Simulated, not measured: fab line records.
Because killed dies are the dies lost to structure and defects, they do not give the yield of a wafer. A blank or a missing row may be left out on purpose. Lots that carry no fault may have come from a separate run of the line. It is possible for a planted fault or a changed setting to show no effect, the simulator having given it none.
Shared-tool check + flow nandHarc + 6 wafers sampled across 2 lots

REASON IT WAS OPENED
On 2 of the 2 lots, a flag is raised at NHARC_END_SORT_01 on the reading killedAtPeriphery. No-fault wafers: 3.9, standard deviation 2.6.
Rule: a lot is flagged in two cases, either no wafer of it has a number, or all its wafers with numbers fall more than 4 standard deviations from that mean. The rest of the lots are taken to be sound.

| lot  | measured     | on        | killedAtPeriphery, wafer by wafer | flag    |
|------|--------------|-----------|-----------------------------------|---------|
| L702 | day 30 09:41 | prober-01 | 106 39 100                        | FLAGGED |
| L701 | day 30 20:06 | prober-02 | 47 101 103                        | FLAGGED |
The numbers of the flagged lots are 82.7 on average: +78.8 against the usual, or +30 standard deviations.

TOOL THAT RAN EACH LOT
The record holds 2 process steps before the reading, out of a route of 1302 steps. Each cell gives the tool, then ch followed by the chambers the sampled wafers passed through, then the start.
| lot  | flag    | NHARC_P_M2_PRE_CLEAN_32         | NHARC_A_BONDPAD_PVD_27                 |
|------|---------|---------------------------------|----------------------------------------|
| L702 | FLAGGED | pecvd-01 ch 0,1,2, day 12 18:08 | pvdSputter-02, day 29 18:53 or earlier |
| L701 | FLAGGED | pecvd-01 ch 0,1,2, day 12 18:52 | pvdSputter-03, day 30 01:24 or earlier |
What the steps here do:
- NHARC_P_M2_PRE_CLEAN_32: time 12 s.
- NHARC_A_BONDPAD_PVD_27: deposits Cu, target thk 30 nm, time 20.49 s.
- NHARC_END_SORT_01

FLAGGED OVER TOTAL, TOOL BY TOOL (the gauges that took the reading come last)
| step                    | tool          | lots run | flagged | share of the flagged lots | sound lots run after its first flagged lot |
|-------------------------|---------------|----------|---------|---------------------------|--------------------------------------------|
| NHARC_P_M2_PRE_CLEAN_32 | pecvd-01      | 2        | 2       | all                       | 0                                          |
| NHARC_A_BONDPAD_PVD_27  | pvdSputter-02 | 1        | 1       | some                      | 0                                          |
| NHARC_A_BONDPAD_PVD_27  | pvdSputter-03 | 1        | 1       | some                      | 0                                          |
| NHARC_END_SORT_01       | prober-01     | 1        | 1       | some                      | 0                                          |
| NHARC_END_SORT_01       | prober-02     | 1        | 1       | some                      | 0                                          |
NHARC_A_BONDPAD_PVD_27: start missing for some lots; hours and lot order therefore follow NHARC_THIN_TSV_CD_MEAS_12.

WHAT THE TABLE PERMITS
Rows of the table that ran each flagged lot: 1, that is pecvd-01 at NHARC_P_M2_PRE_CLEAN_32.
- pecvd-01 at NHARC_P_M2_PRE_CLEAN_32: 2 of its 2 lots flagged. In this sample it ran no sound lot ahead of its first flagged lot, so there is no way to narrow down the start.
Just one tool remains: pecvd-01 at NHARC_P_M2_PRE_CLEAN_32.

WHAT THE SIMULATOR PUT IN
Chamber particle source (pecvd-01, NHARC_P_M2_PRE_CLEAN_32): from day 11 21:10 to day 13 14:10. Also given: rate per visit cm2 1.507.
Lots struck among those shown: L702, L701. This agrees with what the rule above found.
